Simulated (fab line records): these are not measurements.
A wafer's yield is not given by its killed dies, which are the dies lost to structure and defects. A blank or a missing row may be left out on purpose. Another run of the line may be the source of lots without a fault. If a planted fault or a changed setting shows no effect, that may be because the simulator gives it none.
Chamber matching | flow n5_finfet | N5_BEOL_M9_ALD_74 on ald_metal-04: 4 sister chambers
The step deposits TaN, target thk 2 nm, pulse time 2 s, purge time 3 s. 4 wafers are shown with their chamber, then 10 later ones without.

## WAFERS, EACH WITH ITS CHAMBER
wafer  | chamber | heater_power_w (W)
L080.2 | 3       | 450
L082.3 | 0       | 390
L085.1 | 2       | 398
L085.2 | 1       | 410

## WAFERS WITHOUT THEIR CHAMBER
wafer  | heater_power_w (W)
L085.6 | 407
L087.3 | 394
L087.4 | 458
L087.5 | 459
L092.1 | 455
L092.2 | 408
L092.5 | 465
L096.1 | 388
L096.3 | 377
L096.5 | 383

## EACH ONE'S CHAMBER
wafer  | from the rows above          | in truth
L085.6 | can't be placed: 1 or 2 or 0 | 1
L087.3 | can't be placed: 0 or 2 or 1 | 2
L087.4 | 3                            | 3
L087.5 | 3                            | 3
L092.1 | 3                            | 3
L092.2 | can't be placed: 1 or 2 or 0 | 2
L092.5 | 3                            | 3
L096.1 | can't be placed: 0 or 2      | 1
L096.3 | can't be placed: 0 or 2      | 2
L096.5 | can't be placed: 0 or 2      | 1
4 of 10 placed correctly. These rows do not allow placing 6 (true chamber among the candidates in 4). Number placed wrongly: 0.
How it was worked out, from the rows above alone: a wafer's distance from a chamber is the root of the sum, over the readings, of the square of ((its reading less the chamber's mean) divided by the reading's scatter). The wafer belongs to the nearest chamber; if the next one is less than 2 further off, it can't be placed. Each chamber's mean is taken over the wafers shown for it. The scatter (one wafer shown for each chamber): square how far every hidden wafer sits from the nearest shown wafer, average those squares and take the square root.
